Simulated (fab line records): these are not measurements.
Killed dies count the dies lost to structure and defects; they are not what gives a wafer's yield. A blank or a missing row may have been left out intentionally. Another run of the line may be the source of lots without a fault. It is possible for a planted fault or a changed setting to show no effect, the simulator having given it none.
Which of the tools did it?    flow nandHarc    24 lots with 72 wafers sampled at 6 steps, on a route of 1302 steps

== WHAT EACH GAUGE READ, for each wafer ==
NHARC_A_STAIRCASE_INSPECT_155.
lot   measured      on                rawDefectCount
L076  day 19 11:18  defectInspect-01  487 379 392
L075  day 19 11:41  defectInspect-02  439 457 498
L074  day 19 11:44  defectInspect-01  229 227 521
L078  day 21 15:47  defectInspect-01  607 628 385
L079  day 21 18:44  defectInspect-01  546 447 742
L077  day 21 21:34  defectInspect-02  404 475 418
L081  day 21 23:19  defectInspect-01  516 566 368
L080  day 22 01:38  defectInspect-02  361 402 337
L082  day 22 15:29  defectInspect-01  696 631 844
L083  day 23 08:17  defectInspect-02  366 421 759
L084  day 23 18:31  defectInspect-02  598 731 612
L085  day 24 08:16  defectInspect-01  513 485 688
L087  day 25 02:53  defectInspect-02  457 332 438
L088  day 25 03:16  defectInspect-02  381 359 284
L089  day 25 03:20  defectInspect-01  553 545 583
L086  day 25 06:50  defectInspect-01  316 415 508
L090  day 25 09:44  defectInspect-01  339 304 316
L092  day 26 01:59  defectInspect-02  343 303 457
L091  day 26 09:00  defectInspect-01  549 417 455
L094  day 27 00:58  defectInspect-02  344 580 822
L093  day 27 01:06  defectInspect-02  337 350 326
L095  day 28 08:18  defectInspect-02  441 427 452
L096  day 28 08:35  defectInspect-01  477 338 582
L097  day 29 00:26  defectInspect-02  405 253 334

NHARC_A_WL_FILL_INSPECT_15.
lot   measured      on                rawDefectCount
L076  day 21 08:00  defectInspect-01  455 514 484
L075  day 21 11:45  defectInspect-02  373 455 393
L074  day 21 14:56  defectInspect-02  584 561 390
L078  day 23 13:38  defectInspect-01  396 668 611
L079  day 23 13:39  defectInspect-02  360 320 333
L077  day 23 21:04  defectInspect-02  355 345 368
L081  day 23 16:52  defectInspect-01  443 406 382
L080  day 24 01:25  defectInspect-02  563 456 530
L082  day 24 13:23  defectInspect-01  719 591 579
L083  day 25 07:20  defectInspect-01  491 544 492
L084  day 25 22:56  defectInspect-01  462 412 483
L085  day 26 10:40  defectInspect-01  333 335 284
L087  day 27 03:08  defectInspect-02  604 525 454
L088  day 27 03:09  defectInspect-01  407 512 516
L089  day 27 06:22  defectInspect-02  786 364 587
L086  day 27 08:53  defectInspect-01  321 457 370
L090  day 27 11:49  defectInspect-01  511 556 424
L092  day 28 03:13  defectInspect-01  686 791 726
L091  day 28 16:59  defectInspect-02  476 414 373
L094  day 28 21:04  defectInspect-02  477 443 367
L093  day 28 20:56  defectInspect-02  429 467 559
L095  day 30 10:19  defectInspect-02  507 621 440
L096  day 30 10:20  defectInspect-02  383 419 458
L097  day 30 22:46  defectInspect-01  408 539 680

== TOOL THAT RAN EACH LOT (tool first, then ch and the chambers of the sampled wafers, then the start) ==
lot   NHARC_A_SGD_CUT_DEP_00           NHARC_A_SGD_CUT_ETCH_59                       NHARC_A_WL_FILL_CVD_03        NHARC_A_WL_FILL_ETCHBACK_17
L076  pecvd-02 ch 0,1,2, day 19 11:25  rieDiel-09 ch 0,3, day 20 14:49 or earlier    cvdW-01 ch 0,1, day 20 14:49  rieMetal-03 ch 0,1, day 21 01:30
L075  pecvd-04 ch 0,1, day 19 11:49    rieDiel-04 ch 1,2, day 20 18:28 or earlier    cvdW-02 ch 0,1, day 20 18:28  rieMetal-01 ch 0,1, day 21 05:27
L074  pecvd-02 ch 0,2, day 19 11:50    rieDiel-10 ch 0,2,3, day 20 22:11 or earlier  cvdW-02 ch 0,1, day 20 22:11  rieMetal-03 ch 0,1, day 21 08:37
L078  pecvd-02 ch 0,2, day 21 15:52    rieDiel-09 ch 2,3, day 22 18:09 or earlier    cvdW-01 ch 0, day 22 18:09    rieMetal-02 ch 0,1, day 23 07:22
L079  pecvd-04 ch 1,2, day 21 18:52    rieDiel-04 ch 2,3, day 22 22:55 or earlier    cvdW-02 ch 0,1, day 22 22:55  rieMetal-01 ch 0,1, day 23 07:29
L077  pecvd-02 ch 0,1,2, day 21 21:43  rieDiel-10 ch 1,2,3, day 23 00:57 or earlier  cvdW-02 ch 0,1, day 23 00:57  rieMetal-01 ch 0,1, day 23 14:49
L081  pecvd-02 ch 0,1,2, day 21 23:26  rieDiel-04 ch 1,2, day 22 22:53 or earlier    cvdW-01 ch 0, day 22 22:53    rieMetal-02 ch 0,1, day 23 10:29
L080  pecvd-03 ch 0,1,2, day 22 01:43  rieDiel-04 ch 0,3, day 23 08:08 or earlier    cvdW-02 ch 0,1, day 23 08:08  rieMetal-03 ch 0,1, day 23 19:05
L082  pecvd-02 ch 0,2, day 22 15:32    rieDiel-04 ch 0,3, day 23 19:46 or earlier    cvdW-02 ch 0,1, day 23 19:46  rieMetal-02 ch 0,1, day 24 06:46
L083  pecvd-02 ch 1,2, day 23 08:21    rieDiel-10 ch 0,2, day 24 11:53 or earlier    cvdW-01 ch 0,1, day 24 11:53  rieMetal-03 ch 0,1, day 24 23:53
L084  pecvd-02 ch 1,2, day 23 18:37    rieDiel-09 ch 0,2,3, day 25 04:40 or earlier  cvdW-01 ch 0,1, day 25 04:40  rieMetal-01 ch 0,1, day 25 16:40
L085  pecvd-03 ch 1,2, day 24 08:19    rieDiel-04 ch 0,1,2, day 25 16:48 or earlier  cvdW-01 ch 0,1, day 25 16:48  rieMetal-02 ch 0,1, day 26 04:19
L087  pecvd-02 ch 0,2, day 25 02:59    rieDiel-04 ch 0,3, day 26 09:59 or earlier    cvdW-02 ch 0,1, day 26 09:59  rieMetal-02 ch 0,1, day 26 21:13
L088  pecvd-03 ch 0,1, day 25 03:20    rieDiel-09 ch 0,1, day 26 10:08 or earlier    cvdW-01 ch 0,1, day 26 10:08  rieMetal-03 ch 0,1, day 26 20:55
L089  pecvd-04 ch 0,2, day 25 03:26    rieDiel-10 ch 1,2, day 26 10:17 or earlier    cvdW-02 ch 0,1, day 26 10:17  rieMetal-02 ch 0,1, day 27 00:02
L086  pecvd-03 ch 1,2, day 25 06:58    rieDiel-04 ch 0,1, day 26 15:30 or earlier    cvdW-01 ch 0,1, day 26 15:30  rieMetal-03 ch 0,1, day 27 02:28
L090  pecvd-02 ch 0,1,2, day 25 09:49  rieDiel-10 ch 0,1,2, day 26 15:25 or earlier  cvdW-02 ch 0,1, day 26 15:25  rieMetal-02 ch 0,1, day 27 05:34
L092  pecvd-03 ch 1,2, day 26 02:03    rieDiel-09 ch 2,3, day 27 10:29 or earlier    cvdW-01 ch 0,1, day 27 10:29  rieMetal-02 ch 0,1, day 27 20:59
L091  pecvd-02 ch 0,2, day 26 09:08    rieDiel-04 ch 0,2,3, day 27 22:24 or earlier  cvdW-01 ch 0,1, day 27 22:24  rieMetal-03 ch 0,1, day 28 10:37
L094  pecvd-03 ch 1,2, day 27 01:03    rieDiel-09 ch 0,1,3, day 28 03:50 or earlier  cvdW-01 ch 0,1, day 28 03:50  rieMetal-02 ch 0,1, day 28 14:44
L093  pecvd-04 ch 1,2, day 27 01:14    rieDiel-10 ch 0,1,3, day 28 04:05 or earlier  cvdW-01 ch 0,1, day 28 04:05  rieMetal-01 ch 0,1, day 28 14:44
L095  pecvd-03 ch 0,2, day 28 08:26    rieDiel-09 ch 1,2,3, day 29 14:38 or earlier  cvdW-02 ch 0,1, day 29 14:38  rieMetal-01 ch 0,1, day 30 04:03
L096  pecvd-04 ch 0,1,2, day 28 08:41  rieDiel-10 ch 1,2,3, day 29 14:29 or earlier  cvdW-01 ch 0,1, day 29 14:29  rieMetal-02 ch 0,1, day 30 03:56
L097  pecvd-03 ch 1,2, day 29 00:34    rieDiel-04 ch 1,2,3, day 30 04:43 or earlier  cvdW-01 ch 0,1, day 30 04:43  rieMetal-01 ch 0,1, day 30 15:38
- NHARC_A_SGD_CUT_DEP_00: deposits SiNx, target thk 50 nm.
- NHARC_A_SGD_CUT_ETCH_59: etches the open film in N2/H2, target depth 260 nm, time 406.25 s.
- NHARC_A_WL_FILL_CVD_03: deposits W, target thk 40 nm, time 279 s.
- NHARC_A_WL_FILL_ETCHBACK_17: etches the open film in Cl2/BCl3, target depth 4 nm, time 26.7 s.

== WHAT THE TOOLS THEMSELVES READ (means of the sampled wafers that have a number; where no wafer has one, the mark that the record gives instead) ==
NHARC_A_SGD_CUT_DEP_00.
lot   tool      heaterPowerOuterW (W)  heaterPowerW (W)
L076  pecvd-02  422                    725
L075  pecvd-04  500                    907
L074  pecvd-02  469                    776
L078  pecvd-02  482                    777
L079  pecvd-04  448                    826
L077  pecvd-02  445                    753
L081  pecvd-02  421                    720
L080  pecvd-03  444                    754
L082  pecvd-02  495                    795
L083  pecvd-02  422                    756
L084  pecvd-02  420                    725
L085  pecvd-03  372                    674
L087  pecvd-02  481                    767
L088  pecvd-03  384                    679
L089  pecvd-04  400                    730
L086  pecvd-03  393                    692
L090  pecvd-02  471                    779
L092  pecvd-03  382                    677
L091  pecvd-02  487                    799
L094  pecvd-03  381                    673
L093  pecvd-04  487                    844
L095  pecvd-03  389                    657
L096  pecvd-04  469                    833
L097  pecvd-03  360                    653

NHARC_A_SGD_CUT_ETCH_59.
lot   tool        drypumpMotorCurrentA (A)  oesProductAu (a.u.)  rfVppV (V)  showerheadPlenumPTorr (Torr)  throttleValvePct (%)
L076  rieDiel-09  5.2                       0.994                428.5       1.99                          14.166
L075  rieDiel-04  5.3                       0.981                432.1       2.09                          14.174
L074  rieDiel-10  5.5                       0.992                431.4       2.06                          14.175
L078  rieDiel-09  5.8                       0.985                430.1       2.03                          14.171
L079  rieDiel-04  5.6                       0.987                427.9       1.98                          14.173
L077  rieDiel-10  5.8                       0.994                430.6       2.05                          14.170
L081  rieDiel-04  5.2                       0.983                431.7       2.08                          14.166
L080  rieDiel-04  5.6                       0.994                428.9       2.00                          14.167
L082  rieDiel-04  5.6                       0.991                430.1       2.00                          14.176
L083  rieDiel-10  5.1                       0.998                431.1       2.07                          14.173
L084  rieDiel-09  5.6                       0.988                429.0       1.97                          14.169
L085  rieDiel-04  5.3                       1.005                431.5       2.07                          14.168
L087  rieDiel-04  5.7                       1.009                428.3       1.97                          14.171
L088  rieDiel-09  5.3                       0.994                429.0       1.99                          14.180
L089  rieDiel-10  5.4                       0.988                433.0       2.13                          14.173
L086  rieDiel-04  5.4                       1.011                431.0       2.07                          14.167
L090  rieDiel-10  5.4                       1.001                431.4       2.07                          14.177
L092  rieDiel-09  6.0                       1.000                428.9       1.96                          14.171
L091  rieDiel-04  5.5                       1.006                429.2       2.01                          14.177
L094  rieDiel-09  5.5                       1.000                430.0       2.05                          14.182
L093  rieDiel-10  5.8                       0.993                429.1       1.99                          14.173
L095  rieDiel-09  5.9                       1.003                430.7       2.04                          14.176
L096  rieDiel-10  5.8                       0.998                430.4       2.05                          14.168
L097  rieDiel-04  5.4                       1.013                430.0       2.03                          14.175

NHARC_A_WL_FILL_CVD_03.
lot   tool     heaterPowerOuterW (W)  heaterPowerW (W)  throttleValvePct (%)
L076  cvdW-01  277                    487               7.4
L075  cvdW-02  294                    501               7.7
L074  cvdW-02  272                    479               7.9
L078  cvdW-01  280                    461               8.0
L079  cvdW-02  276                    475               7.9
L077  cvdW-02  296                    507               7.7
L081  cvdW-01  280                    461               7.8
L080  cvdW-02  299                    501               7.8
L082  cvdW-02  294                    500               7.7
L083  cvdW-01  281                    491               7.4
L084  cvdW-01  287                    487               7.8
L085  cvdW-01  291                    496               7.7
L087  cvdW-02  296                    506               8.0
L088  cvdW-01  287                    493               7.8
L089  cvdW-02  297                    509               7.9
L086  cvdW-01  281                    487               7.5
L090  cvdW-02  280                    480               8.2
L092  cvdW-01  281                    488               7.6
L091  cvdW-01  280                    489               7.6
L094  cvdW-01  284                    493               7.6
L093  cvdW-01  288                    486               7.7
L095  cvdW-02  288                    506               8.0
L096  cvdW-01  285                    490               7.5
L097  cvdW-01  288                    490               7.8

NHARC_A_WL_FILL_ETCHBACK_17.
lot   tool         drypumpMotorCurrentA (A)  oesProductAu (a.u.)
L076  rieMetal-03  5.4                       0.991
L075  rieMetal-01  6.6                       0.993
L074  rieMetal-03  5.5                       0.987
L078  rieMetal-02  6.0                       1.000
L079  rieMetal-01  6.6                       0.995
L077  rieMetal-01  6.6                       1.006
L081  rieMetal-02  6.1                       1.000
L080  rieMetal-03  5.5                       0.988
L082  rieMetal-02  6.1                       0.997
L083  rieMetal-03  5.5                       0.998
L084  rieMetal-01  6.5                       0.997
L085  rieMetal-02  6.1                       1.003
L087  rieMetal-02  6.0                       1.006
L088  rieMetal-03  5.5                       0.982
L089  rieMetal-02  6.1                       0.995
L086  rieMetal-03  5.4                       1.002
L090  rieMetal-02  6.1                       0.991
L092  rieMetal-02  6.1                       0.983
L091  rieMetal-03  5.5                       0.998
L094  rieMetal-02  6.1                       0.998
L093  rieMetal-01  6.6                       0.999
L095  rieMetal-01  6.6                       0.991
L096  rieMetal-02  6.1                       0.993
L097  rieMetal-01  6.6                       1.007

== THE ANSWER, worked out from the rows above alone ==
Rule: the lots themselves supply what counts as usual. The widest of any qualifying gaps counts: lots, ordered by their means at a reading, are off when they make up no more than a third of the lots, leave a main group of 4 or more, and stand apart from it by 3 or more times the standard deviation of that group's means. A main group whose means are all the same, to the digits that the tables above print for the reading, isn't used. A lot without any number at a reading at which 4 lots or more have one is off too. Any other lot the step has rows for is counted as sound. First the gauges in route order, then the tools' own readings, where a lot's mean is used as printed above. The first step at which some lot is off is used, and at that step the reading that is off furthest; a lot without a number counts as furthest.
Across all readings shown, no lot is off: no conclusion can be drawn from this.

== WHAT THE SIMULATOR PUT IN ==
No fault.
